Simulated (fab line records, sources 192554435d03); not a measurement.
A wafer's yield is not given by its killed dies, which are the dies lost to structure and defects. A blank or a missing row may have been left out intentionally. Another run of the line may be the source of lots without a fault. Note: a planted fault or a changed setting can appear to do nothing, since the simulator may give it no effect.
Which tool did it?	flow n5Finfet	24 lots with 72 wafers sampled at 4 steps, on a route of 1938 steps

## WHAT THE GAUGES READ, wafer by wafer
N5_MOL_CONTACT_COAG_OVL_MEAS_09.
lot	measured	on	CA_OVL (nm)
L074	day 4 12:59	overlay-02	1.1 1.2 0.3
L075	day 4 21:33	overlay-01	0.0 -0.4 -1.1
L076	day 5 03:38	overlay-01	0.8 -0.2 0.9
L077	day 5 11:15	overlay-01	0.8 1.5 0.5
L078	day 5 19:47	overlay-01	1.2 0.6 -0.3
L079	day 5 21:55	overlay-01	-0.9 -1.3 -0.2
L080	day 6 03:14	overlay-01	0.5 0.0 0.0
L081	day 6 08:13	overlay-01	-0.5 0.1 -0.7
L082	day 6 17:27	overlay-01	0.7 2.1 0.7
L083	day 6 22:58	overlay-01	1.7 0.4 1.1
L084	day 7 08:11	overlay-01	1.4 0.4 0.2
L085	day 7 10:38	overlay-01	-0.7 0.1 -0.7
L087	day 8 03:21	overlay-01	1.1 -0.6 0.0
L086	day 8 05:10	overlay-01	0.5 0.9 0.1
L088	day 8 05:47	overlay-01	0.1 1.1 -0.3
L089	day 8 14:08	overlay-01	-0.1 0.8 0.0
L090	day 8 15:14	overlay-01	0.8 -0.2 0.1
L091	day 9 00:19	overlay-01	0.1 1.5 0.3
L092	day 9 08:23	overlay-01	0.2 0.2 0.0
L093	day 9 14:29	overlay-01	-0.2 -1.8 1.0
L094	day 9 20:23	overlay-01	0.4 0.9 0.4
L095	day 10 01:43	overlay-01	0.3 -0.1 -0.4
L096	day 10 03:34	overlay-01	-0.8 0.6 -1.1
L097	day 10 14:35	overlay-01	-0.5 -0.5 -1.2

N5_MOL_CONTACT_COAG_CD_MEAS_137: the cd target is 16 nm.
lot	measured	on	cdNm (nm)
L074	day 5 06:47	cdSem-01	16.0 15.6 15.8
L075	day 5 08:05	cdSem-01	16.1 16.0 16.3
L076	day 5 15:20	cdSem-01	16.0 15.7 16.3
L077	day 6 01:37	cdSem-01	15.2 16.2 15.8
L078	day 6 07:19	cdSem-01	15.7 16.2 16.1
L079	day 6 09:59	cdSem-02	16.0 16.6 16.4
L080	day 6 12:58	cdSem-02	16.3 16.1 16.4
L081	day 6 19:05	cdSem-02	15.3 16.2 16.2
L082	day 7 05:50	cdSem-03	15.9 15.7 15.6
L083	day 7 11:35	cdSem-03	16.4 15.6 16.0
L084	day 7 22:11	cdSem-02	15.7 16.1 16.2
L085	day 8 01:14	cdSem-03	15.8 15.6 15.6
L087	day 8 20:25	cdSem-01	15.7 16.0 16.2
L086	day 8 23:28	cdSem-02	15.4 16.2 15.2
L088	day 8 21:20	cdSem-01	15.4 15.6 16.0
L089	day 9 04:27	cdSem-01	16.1 15.9 15.8
L090	day 9 07:11	cdSem-02	16.1 15.3 15.4
L091	day 9 11:34	cdSem-01	15.8 15.7 16.0
L092	day 9 19:38	cdSem-02	16.4 16.2 16.1
L093	day 10 01:13	cdSem-02	15.7 16.0 15.8
L094	day 10 08:12	cdSem-03	15.8 15.7 15.8
L095	day 10 11:26	cdSem-03	15.7 15.6 16.3
L096	day 10 14:25	cdSem-03	15.1 16.0 15.8
L097	day 11 02:10	cdSem-03	15.3 16.3 15.7

N5_MOL_CONTACT_COAG_INSPECT_42: inspects for defects (brightfield).
lot	measured	on	rawDefectCount
L074	day 5 07:11	defectInspect-02	165 130 164
L075	day 5 08:29	defectInspect-01	97 147 111
L076	day 5 15:52	defectInspect-02	259 178 206
L077	day 6 02:10	defectInspect-01	312 196 284
L078	day 6 07:43	defectInspect-02	202 198 229
L079	day 6 10:23	defectInspect-01	201 136 189
L080	day 6 13:30	defectInspect-02	96 222 113
L081	day 6 19:37	defectInspect-01	250 235 116
L082	day 7 06:16	defectInspect-02	182 138 150
L083	day 7 12:07	defectInspect-02	162 174 224
L084	day 7 22:35	defectInspect-01	178 288 247
L085	day 8 01:38	defectInspect-02	119 142 165
L087	day 8 20:57	defectInspect-01	298 251 176
L086	day 9 00:01	defectInspect-02	150 179 220
L088	day 8 21:46	defectInspect-02	174 198 235
L089	day 9 04:59	defectInspect-02	179 240 216
L090	day 9 07:43	defectInspect-02	184 248 155
L091	day 9 11:58	defectInspect-02	186 210 234
L092	day 9 20:02	defectInspect-02	281 397 355
L093	day 10 01:37	defectInspect-02	155 235 192
L094	day 10 08:46	defectInspect-01	141 107 103
L095	day 10 11:51	defectInspect-01	157 152 235
L096	day 10 14:50	defectInspect-02	167 158 198
L097	day 11 02:41	defectInspect-01	220 308 244

## WHICH TOOL RAN EACH LOT (tool, then ch and the chambers of the sampled wafers, then the start)
lot	N5_MOL_CONTACT_COAG_ALD_131
L074	aldSin-03 ch 0,1,2, day 5 05:46
L075	aldSin-03 ch 1,2, day 5 07:25
L076	aldSin-02 ch 0,3, day 5 14:40
L077	aldSin-03 ch 0,1,3, day 6 00:57
L078	aldSin-03 ch 1,2,3, day 6 06:38
L079	aldSin-02 ch 0,1, day 6 09:19
L080	aldSin-04 ch 0,1,2, day 6 12:17
L081	aldSin-03 ch 0,1,3, day 6 18:25
L082	aldSin-03 ch 0,2,3, day 7 05:02
L083	aldSin-03 ch 0,2, day 7 10:47
L084	aldSin-03 ch 0,2,3, day 7 21:25
L085	aldSin-03 ch 0,1, day 8 00:31
L087	aldSin-02 ch 1,2,3, day 8 19:39
L086	aldSin-04 ch 1,2, day 8 22:48
L088	aldSin-02 ch 1,3, day 8 20:39
L089	aldSin-04 ch 1,2,3, day 9 03:43
L090	aldSin-02 ch 0,3, day 9 06:31
L091	aldSin-04 ch 0,1,3, day 9 10:53
L092	aldSin-03 ch 2,3, day 9 18:57
L093	aldSin-02 ch 0,2,3, day 10 00:32
L094	aldSin-02 ch 0,2,3, day 10 07:23
L095	aldSin-03 ch 0,1, day 10 10:38
L096	aldSin-04 ch 0,1,3, day 10 13:45
L097	aldSin-04 ch 0,2, day 11 01:25
- N5_MOL_CONTACT_COAG_ALD_131: deposits SiO2, target thk 5 nm, pulse time 1 s, co reactant pulse time 1 s.

## WHAT THE TOOLS THEMSELVES READ (means of the sampled wafers that have a number; where no wafer has one, the mark that the record gives instead)
N5_MOL_CONTACT_COAG_ALD_131.
lot	tool	heaterPowerW (W)	precursorPulseHeightRel
L074	aldSin-03	81	0.999
L075	aldSin-03	85	1.019
L076	aldSin-02	83	0.998
L077	aldSin-03	82	0.988
L078	aldSin-03	87	1.003
L079	aldSin-02	71	1.018
L080	aldSin-04	82	0.984
L081	aldSin-03	81	0.999
L082	aldSin-03	82	1.001
L083	aldSin-03	76	1.006
L084	aldSin-03	82	1.009
L085	aldSin-03	83	0.994
L087	aldSin-02	80	0.993
L086	aldSin-04	79	0.987
L088	aldSin-02	74	1.014
L089	aldSin-04	82	0.992
L090	aldSin-02	84	1.004
L091	aldSin-04	84	1.010
L092	aldSin-03	86	0.986
L093	aldSin-02	84	1.002
L094	aldSin-02	83	1.010
L095	aldSin-03	72	0.998
L096	aldSin-04	84	1.018
L097	aldSin-04	83	0.986

## THE ANSWER, worked out from the rows above alone
Rule: usual is defined by the lots themselves. The widest of any qualifying gaps counts: lots, ordered by their means at a reading, are off when they make up no more than a third of the lots, leave a main group of 4 or more, and stand apart from it by 3 or more times the standard deviation of that group's means. Not used: any main group whose means are identical at the precision the tables above print for the reading. Also off: a lot with no number at a reading for which 4 or more lots have one. Where the step has rows for the other lots, those lots are counted as sound. Order of review: gauges by route order, followed by the tools' own readings, for which a lot's mean as printed above is used. The first step at which some lot is off is used, and at that step the reading that is off furthest; a lot without a number counts as furthest.
No lot is off at any reading shown: from this, nothing can be told.

## WHAT THE SIMULATOR PUT IN
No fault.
